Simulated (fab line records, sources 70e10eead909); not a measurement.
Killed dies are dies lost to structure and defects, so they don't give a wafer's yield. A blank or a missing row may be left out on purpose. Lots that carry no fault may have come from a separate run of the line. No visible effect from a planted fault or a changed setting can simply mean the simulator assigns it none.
The tool behind it: which one? | flow nand harc | 33 wafers from 11 lots sampled at 3 of the route's 1159 steps

== WHAT EACH GAUGE READ, for each wafer ==
NHARC_P_M2_INSPECT_27.
lot  | measured     | on                | raw defect count
L075 | day 6 16:47  | defect inspect-02 | 298 342 201
L078 | day 7 09:16  | defect inspect-02 | 374 190 414
L079 | day 7 15:28  | defect inspect-02 | 522 773 500
L080 | day 7 21:14  | defect inspect-02 | 610 336 555
L082 | day 8 12:31  | defect inspect-02 | 178 300 387
L086 | day 9 19:33  | defect inspect-01 | 424 418 268
L089 | day 10 08:41 | defect inspect-01 | 370 330 314
L090 | day 10 14:24 | defect inspect-02 | 358 259 186
L094 | day 10 21:53 | defect inspect-01 | 255 191 404
L092 | day 11 06:35 | defect inspect-02 | 286 208 266
L095 | day 11 17:02 | defect inspect-01 | 319 409 668

== EACH LOT AND THE TOOL THAT RAN IT (in order: tool; ch and the chambers of the sampled wafers; start) ==
lot  | NHARC_P_M0_STRIP_18                | NHARC_P_M1_ETCH_35
L075 | rie diel-09 ch 1,2, day 6 06:23    | rie diel-03 ch 0,1,3, day 6 10:01
L078 | rie diel-10 ch 0,1, day 6 22:44    | rie diel-07 ch 2,3, day 7 02:29
L079 | rie diel-09 ch 0,1,2, day 7 04:40  | rie diel-03 ch 0,1,3, day 7 08:28
L080 | rie diel-09 ch 0,2,3, day 7 10:22  | rie diel-01 ch 0,1,3, day 7 14:21
L082 | rie diel-10 ch 0,1,3, day 8 01:53  | rie diel-03 ch 0,2,3, day 8 05:45
L086 | rie diel-09 ch 0,3, day 9 08:01    | rie diel-07 ch 0,2, day 9 12:50
L089 | rie diel-09 ch 0,2, day 9 22:07    | rie diel-01 ch 0,1,2, day 10 01:55
L090 | rie diel-10 ch 0,2,3, day 10 03:38 | rie diel-07 ch 1,2,3, day 10 07:20
L094 | rie diel-08 ch 1,2,3, day 10 11:17 | rie diel-03 ch 1,2,3, day 10 14:56
L092 | rie diel-08 ch 1,2, day 10 19:13   | rie diel-01 ch 0,3, day 10 23:37
L095 | rie diel-09 ch 0,2,3, day 11 06:15 | rie diel-01 ch 0,1,3, day 11 10:01
- NHARC_P_M0_STRIP_18: strips in N2/H2.
- NHARC_P_M1_ETCH_35: etches the open film in N2/H2, target depth 40 nm, overetch 12 nm, time 43.94 s.

== THE ANSWER, worked out from the rows above alone ==
Rule: what is usual is taken from the lots themselves. Put in order of their means at a reading, lots are off if they are a third of the lots or fewer, leave a main group of 4 or more, and stand apart from it by a gap of 3 or more times the standard deviation of the main group's means; of several such gaps the widest counts. Not used: any main group whose means are identical at the precision the tables above print for the reading. A lot without any number at a reading at which 4 lots or more have one is off too. All remaining lots with rows at the step are treated as sound.
None of the lots is off at any reading shown; this tells nothing.

== WHAT THE SIMULATOR HAD INSERTED ==
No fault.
